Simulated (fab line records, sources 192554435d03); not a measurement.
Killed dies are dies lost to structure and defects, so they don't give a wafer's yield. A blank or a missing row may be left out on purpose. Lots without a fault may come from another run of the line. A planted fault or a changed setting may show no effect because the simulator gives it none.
fab line records | flow n5_finfet | part 2 of 2: steps 5 to 6 of 6
record lots=23 wafers=69 last_day=19
route steps=1938 shown BEOL_M13@1700 BEOL_M14@1753 BEOL_M15@1787
lots that met no fault: from a run of the same line without faults
start_h: hours from the record's first day to the start of the lot's first wafer shown | wait_h: hours since the lot's step before | " the same as in the row above | L1.1+2: a row that stands for several wafers | - no value, or no start given | * or withheld: withheld | < > ~ a bound
route shown NAME@n: a module of which the file shows steps, and the number in the route of the first | usual: mean/standard deviation of fault-free wafers | same: alike in all rows | chamber/n: place in a boat | sites: the reading at each site | _std_site: their standard deviation | _edge_site: outer sites' mean less inner sites' | radius_mm: how far each site lies from the wafer's centre | mask NAME#n: copy n | behind: the tool/chamber that last shaped the wafer | hold: why the lot was held/for how many hours/how that ended | device: the transistor (n, p or np) that didn't switch | end of line: the same wafers' tests at the end of the route | a step without rows: its recipe alone | killed: dies lost to structure and defects at the first sort, not the wafer's yield | map: a wafer's dies, x killed, . not, _ none there
set.NAME: the setting as run; set.NAME@STEP: as run at that earlier step | model.NAME: the simulator's own value behind a step, which no gauge read
steps of the route over a sample of lots; a table a step, a row a wafer
services: from which hour (start_h, from the record's first day; less than 0 if before it) a tool's chamber was out of use, for how many hours, and why
## steps
# step N5_BEOL_M14_THK_MEAS_50
# recipe thk_meas_gauge=xrf reads=Cu_of_BEOL_M14_ECD_47
# usual M14_THK=548/13
# columns lot.wafer tool chamber start_h wait_h M14_THK[nm]
L074.2 film_metro-02 - 274.36 - 548
L074.4 " - " " 546
L074.6 " - " " 535
L076.3 film_metro-01 - 274.39 - 540
L076.4 " - " " 527
L076.5 " - " " 527
L075.2 film_metro-01 - 274.85 - 535
L075.4 " - " " 526
L075.5 " - " " 536
L078.1 film_metro-02 - 296.03 - 572
L078.4 " - " " 538
L078.5 " - " " 538
L077.1 film_metro-01 - 301.56 - 531
L077.5 " - " " 537
L077.6 " - " " 563
L079.1 film_metro-02 - 317.31 - 541
L079.2 " - " " 530
L079.3 " - " " 572
L080.1 film_metro-02 - 323.65 - 531
L080.2 " - " " 554
L080.4 " - " " 547
L081.2 film_metro-02 - 323.98 - 535
L081.3 " - " " 557
L081.4 " - " " 552
L082.3 film_metro-01 - 337.38 - 532
L082.5 " - " " 541
L082.6 " - " " 537
L083.1 film_metro-01 - 359.07 - 530
L083.3 " - " " 526
L083.5 " - " " 566
L084.3 film_metro-02 - 376.24 - 547
L084.5 " - " " 563
L084.6 " - " " 544
L085.3 film_metro-02 - 376.30 - 577
L085.4 " - " " 538
L085.6 " - " " 559
L088.1 film_metro-01 - 377.05 - 554
L088.3 " - " " 551
L088.6 " - " " 552
L086.2 film_metro-02 - 384.13 - 560
L086.3 " - " " 552
L086.5 " - " " 563
L087.1 film_metro-01 - 389.96 - 542
L087.2 " - " " 556
L087.5 " - " " 534
L089.2 film_metro-01 - 391.37 - 537
L089.3 " - " " 538
L089.5 " - " " 546
L092.3 film_metro-01 - 395.84 - 545
L092.4 " - " " 547
L092.5 " - " " 540
L090.4 film_metro-01 - 396.28 - 534
L090.5 " - " " 541
L090.6 " - " " 552
L094.1 film_metro-02 - 406.01 - 569
L094.2 " - " " 555
L094.6 " - " " 573
L091.2 film_metro-02 - 406.16 - 565
L091.4 " - " " 548
L091.6 " - " " 552
L093.1 film_metro-02 - 410.43 - 545
L093.2 " - " " 547
L093.6 " - " " 550
L096.1 film_metro-02 - 428.75 - 541
L096.2 " - " " 567
L096.4 " - " " 558
L095.2 film_metro-01 - 429.03 - 540
L095.3 " - " " 558
L095.6 " - " " 560
# step N5_BEOL_M15_ETCH_59
# recipe chemistry=N2/H2 target=BARC target_depth_a=890 overetch_a=267 time_s=67.9 ion_energy_ev=200 pressure_mtorr=30 source_w=840 bias_w=150 n2_flow_sccm=200 h2_flow_sccm=200
# usual drypump_motor_current_A=5.6/0.45 oes_product_au=0.70/0.076 rf_vpp_V=524.6/2.9 showerhead_plenum_p_Torr=2.56/0.1 throttle_valve_pct=17.63/0.21
# same time_s=67.9
# columns lot.wafer tool chamber start_h wait_h drypump_motor_current_A oes_product_au rf_hours_counter_h rf_vpp_V showerhead_plenum_p_Torr throttle_valve_pct
L074.2 rie_diel-02 1 275.24 0.0 6.4 0.64 156 520.1 2.42 17.91
L074.4 " 3 " " 6.0 0.61 - 519.9 2.39 17.75
L074.6 " 1 " " 6.4 0.64 - 520.0 2.42 17.91
L076.3 rie_diel-05 1 275.39 0.0 5.4 0.70 84 528.9 2.67 17.52
L076.4 " 0 " " 5.6 0.77 - 523.0 2.49 17.70
L076.5 " 1 " " 5.4 0.70 - 527.6 2.67 17.54
L075.2 rie_diel-05 2 276.32 0.0 5.6 0.80 13 529.4 2.70 17.53
L075.4 " 0 " " 5.6 0.77 - 523.8 2.49 17.70
L075.5 " 1 " " 5.4 0.70 - 526.6 2.67 17.52
L078.1 rie_diel-02 3 296.90 0.0 6.0 0.61 228 520.2 2.38 17.73
L078.4 " 2 " " 5.6 0.61 226 525.7 2.62 17.85
L078.5 " 1 " " 6.4 0.63 - 521.5 2.42 17.93
L077.1 rie_diel-05 1 302.55 0.0 5.5 0.70 91 527.2 2.67 17.54
L077.5 " 1 " " 5.4 0.69 - 528.2 2.67 17.55
L077.6 " 2 " " 5.6 0.79 - 528.2 2.70 17.54
L079.1 rie_diel-03 2 318.42 0.0 5.6 0.78 19 527.3 2.60 17.49
L079.2 " 0 " " 5.1 0.59 237 526.1 2.60 17.83
L079.3 " 1 " " 6.4 0.75 34 520.8 2.47 17.34
L080.1 rie_diel-03 1 324.64 0.0 6.4 0.75 36 521.8 2.47 17.36
L080.2 " 0 " " 5.1 0.59 239 525.7 2.60 17.85
L080.4 " 2 " " 5.7 0.78 21 526.9 2.60 17.51
L081.2 rie_diel-02 0 324.85 0.0 5.0 0.79 15 525.2 2.60 17.24
L081.3 " 1 " " 6.4 0.63 170 522.2 2.42 17.94
L081.4 " 2 " " 5.6 0.61 232 524.8 2.61 17.85
L082.3 rie_diel-02 1 338.42 0.0 6.4 0.63 173 520.7 2.42 17.92
L082.5 " 3 " " 6.0 0.60 - 520.9 2.38 17.76
L082.6 " 0 " " 5.0 0.78 - 526.4 2.60 17.24
L083.1 rie_diel-02 1 360.09 0.0 6.4 0.62 179 520.8 2.41 17.97
L083.3 " 2 " " 5.6 0.60 242 525.3 2.61 17.86
L083.5 " 3 " " 6.0 0.60 - 520.0 2.38 17.79
L084.3 rie_diel-02 2 377.24 0.0 5.6 0.60 250 524.8 2.61 17.89
L084.5 " 3 " " 6.0 0.59 - 518.8 2.37 17.79
L084.6 " 2 " " 5.6 0.60 - 526.7 2.61 17.89
L085.3 rie_diel-03 2 377.43 0.0 5.6 0.75 33 525.8 2.59 17.53
L085.4 " 0 " " 5.1 0.85 1 525.9 2.59 17.36
L085.6 " 3 " " 5.2 0.65 - 525.4 2.56 17.81
L088.1 rie_diel-02 2 378.69 0.0 5.6 0.59 251 527.6 2.61 17.88
L088.3 " 3 " " 6.0 0.59 255 521.1 2.37 17.80
L088.6 " 2 " " 5.6 0.59 - 525.0 2.61 17.89
L086.2 rie_diel-05 2 385.44 0.0 5.6 0.77 39 527.4 2.69 17.59
L086.3 " 1 " " 5.4 0.69 110 526.9 2.66 17.58
L086.5 " 2 " " 5.6 0.76 - 528.0 2.69 17.59
L087.1 rie_diel-05 1 392.15 0.0 5.4 0.68 111 525.4 2.66 17.57
L087.2 " 0 " " 5.6 0.74 51 522.0 2.48 17.74
L087.5 " 0 " " 5.6 0.74 - 521.5 2.48 17.75
L089.2 rie_diel-02 1 393.34 0.0 6.4 0.61 197 521.8 2.41 17.98
L089.3 " 2 " " 5.5 0.59 260 524.7 2.60 17.89
L089.5 " 2 " " 5.6 0.59 - 525.7 2.60 17.92
L092.3 rie_diel-03 1 396.86 0.0 6.4 0.71 61 521.6 2.46 17.40
L092.4 " 0 " " 5.1 0.83 7 525.5 2.59 17.38
L092.5 " 0 " " 5.1 0.82 - 525.5 2.59 17.38
L090.4 rie_diel-05 2 397.36 0.0 5.6 0.75 43 528.5 2.68 17.61
L090.5 " 2 " " 5.6 0.75 - 527.5 2.68 17.58
L090.6 " 1 " " 5.4 0.67 - 527.7 2.66 17.59
L094.1 rie_diel-05 1 406.88 0.0 5.4 0.68 118 526.7 2.66 17.58
L094.2 " 0 " " 5.6 0.73 57 522.1 2.48 17.76
L094.6 " 2 " " 5.6 0.75 - 529.1 2.68 17.60
L091.2 rie_diel-03 0 407.16 0.0 5.1 0.82 10 525.1 2.59 17.39
L091.4 " 2 " " 5.6 0.74 42 524.7 2.59 17.54
L091.6 " 0 " " 5.1 0.83 - 525.8 2.59 17.39
L093.1 rie_diel-05 3 411.30 0.0 5.0 0.78 27 525.7 2.57 17.40
L093.2 " 1 " " 5.4 0.67 118 526.2 2.66 17.58
L093.6 " 2 " " 5.6 0.74 - 527.4 2.68 17.60
L096.1 rie_diel-03 0 430.00 0.0 5.1 0.80 16 525.9 2.59 17.40
L096.2 " 1 " " 6.3 0.71 69 522.8 2.46 17.40
L096.4 " 3 " " 5.1 0.64 130 525.7 2.56 17.84
L095.2 rie_diel-05 1 430.20 0.0 5.4 0.67 124 528.3 2.66 17.60
L095.3 " 0 " " 5.6 0.73 63 521.6 2.47 17.78
L095.6 " 2 " " 5.6 0.74 - 528.3 2.68 17.62
## services
# columns tool chamber start_h hours kind
rie_diel-01 - 252.18 2.8 pm
rie_diel-05 1 270.40 3.0 repair
rie_diel-02 0 274.42 7.1 repair
pecvd-02 - 297.46 0.3 repair
rie_diel-05 1 330.57 3.3 repair
rie_diel-03 2 333.39 19.1 repair
rie_diel-05 - 333.75 0.4 repair
rie_diel-04 1 338.83 3.5 repair
pvd_sputter-01 - 344.74 1.6 repair
pecvd-03 2 344.90 2.2 repair
rie_diel-02 0 350.54 31.6 repair
pvd_sputter-02 - 351.20 11.7 repair
rie_diel-01 0 354.91 5.7 repair
pecvd-02 - 369.11 3.9 repair
pvd_sputter-03 - 378.22 3.7 repair
rie_diel-05 - 385.81 4.3 pm
rie_diel-03 - 388.37 4.3 pm
pecvd-02 - 388.53 28.1 pm
rie_diel-05 3 390.15 6.0 repair
rie_diel-05 0 416.65 2.6 repair
rie_diel-03 3 418.14 1.4 repair
pvd_sputter-03 - 421.46 2.4 repair
pecvd-03 1 427.46 12.8 repair
rie_diel-02 - 427.79 2.8 pm
